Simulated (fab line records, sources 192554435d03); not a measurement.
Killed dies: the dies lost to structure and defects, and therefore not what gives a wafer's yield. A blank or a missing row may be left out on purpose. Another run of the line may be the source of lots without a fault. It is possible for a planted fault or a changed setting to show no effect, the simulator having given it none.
Struck lot and sound lot, side by side	flow n5Finfet	15 steps out of a route of 1938
Sound: these wafers, L639.1, L639.2, L639.5. Struck: wafers L644.1, L644.4, L644.5. At the end, the cause is stated.
At each step with rows: each side's tool, then ch and its chambers, then its first start. Under that, the readings that differ: sound wafers	struck wafers	difference of the means	sigmas: that difference in standard deviations of wafers without a fault.
alike: words and numbers the same on both sides, and readings whose means are apart by under 2 such deviations; not compared: readings that were withheld, readings missing a value for some wafer, numbers with overlapping values and no deviation given by the record, and bounds like >300 which may hide the same value.
A row with sigmas, a row that says differs or no value, or rows on one side alone: a step with any of these is where the two part. Numbers that have no deviation but don't overlap get no sigmas and don't part them. A reading that every wafer of one side lacks parts them only if that side has two wafers or more.

first, 8 steps without rows for these wafers: N5_ZERO_LAYER_HMDS_04 (time 60 s); N5_ZERO_LAYER_COAT_05 (resist thk 1000 nm); N5_ZERO_LAYER_EBR_07; N5_ZERO_LAYER_SOFTBAKE_06 (time 90 s); N5_ZERO_LAYER_EXPOSE_08 (exposes mask ZERO, defocus 0 nm, target cd 2000 nm); N5_ZERO_LAYER_PEB_09; N5_ZERO_LAYER_DEVELOP_10 (develop time 60 s); N5_ZERO_LAYER_HARDBAKE_23 (time 120 s).
N5_ZERO_LAYER_CD_MEAS_11: target cd 2000 nm.
  sound on cdSem-03 ch 0, day 1 12:38; struck on cdSem-01 ch 0, day 2 18:40
reading	sound	struck	difference	sigmas
cdNm (nm)	1997.8 1999.3 1998.0	2002.6 2000.7 2002.0	+3.4	+2
N5_ZERO_LAYER_DESCUM_16: chemistry O2, time 7.9 s.
  sound on rieDiel-04 ch 0,2, day 1 12:43; struck on rieDiel-04 ch 0,3, day 2 18:43
  alike: drypumpMotorCurrentA, oesProductAu, rfVppV, showerheadPlenumPTorr, throttleValvePct
  not compared: rfHoursCounterH
N5_ZERO_LAYER_ETCH_17: etches SiO2 in CF4, target depth 12 nm, time 13.3 s.
  sound on rieDiel-04 ch 0,2, day 1 12:45; struck on rieDiel-04 ch 0,3, day 2 18:44
  alike: biasW, drypumpMotorCurrentA, oesProductAu, rfVppV, showerheadPlenumPTorr, throttleValvePct
  not compared: rfHoursCounterH
N5_ZERO_LAYER_ETCH_18: etches Si in HBr/Cl2, target depth 120 nm, time 40 s.
  sound on rieSi-01 ch 0,2, day 1 12:50; struck on rieSi-01 ch 0,1,2, day 2 18:49
  alike: biasW, drypumpMotorCurrentA, oesProductAu, throttleValvePct
  not compared: rfHoursCounterH
N5_ZERO_LAYER_STRIP_24: strips in O2.
  sound on plasmaAsher-02 ch 0,1, day 1 12:56; struck on plasmaAsher-01 ch 0,1, day 2 18:55
  no value came back on the struck wafers for any of 5 readings (chamberPressureMTorr (mTorr), drypumpMotorCurrentA (A) and others); on the sound wafers chamberPressureMTorr (mTorr) reads 997.9 999.4 1001.1
reading	sound	struck	difference	sigmas
model.coat_of_ZERO_LAYER_COAT_05.thkNm (nm)	0 0 0	927.9 926.3 930.2	+928.1	
  not compared: rfHoursCounterH
then, 1 step without rows for these wafers: N5_ZERO_LAYER_STRIP_19 (strips in SPM, time 900 s).
-- the record jumps here: 6 days lie between the struck wafers' starts before and after (it left off in module ZERO_LAYER and takes up again in module BEOL_M4, whose first step shown is number 1111 of the route) --
N5_BEOL_M4_RC_MEAS_101:
  sound on prober-02 ch 0, day 7 22:13; struck on prober-02 ch 0, day 9 03:13
  alike: DIBL_N, DIBL_P, IOFF_N, IOFF_P, ION_N, ION_P, SS_N, SS_P, VT_N, VT_P

== WHERE THEY PART ==
First at N5_ZERO_LAYER_CD_MEAS_11; last, within this record, at N5_ZERO_LAYER_STRIP_24. Later steps at which nothing parts them and some readings are alike: N5_BEOL_M4_RC_MEAS_101.

WHY: what had been put in by the simulator
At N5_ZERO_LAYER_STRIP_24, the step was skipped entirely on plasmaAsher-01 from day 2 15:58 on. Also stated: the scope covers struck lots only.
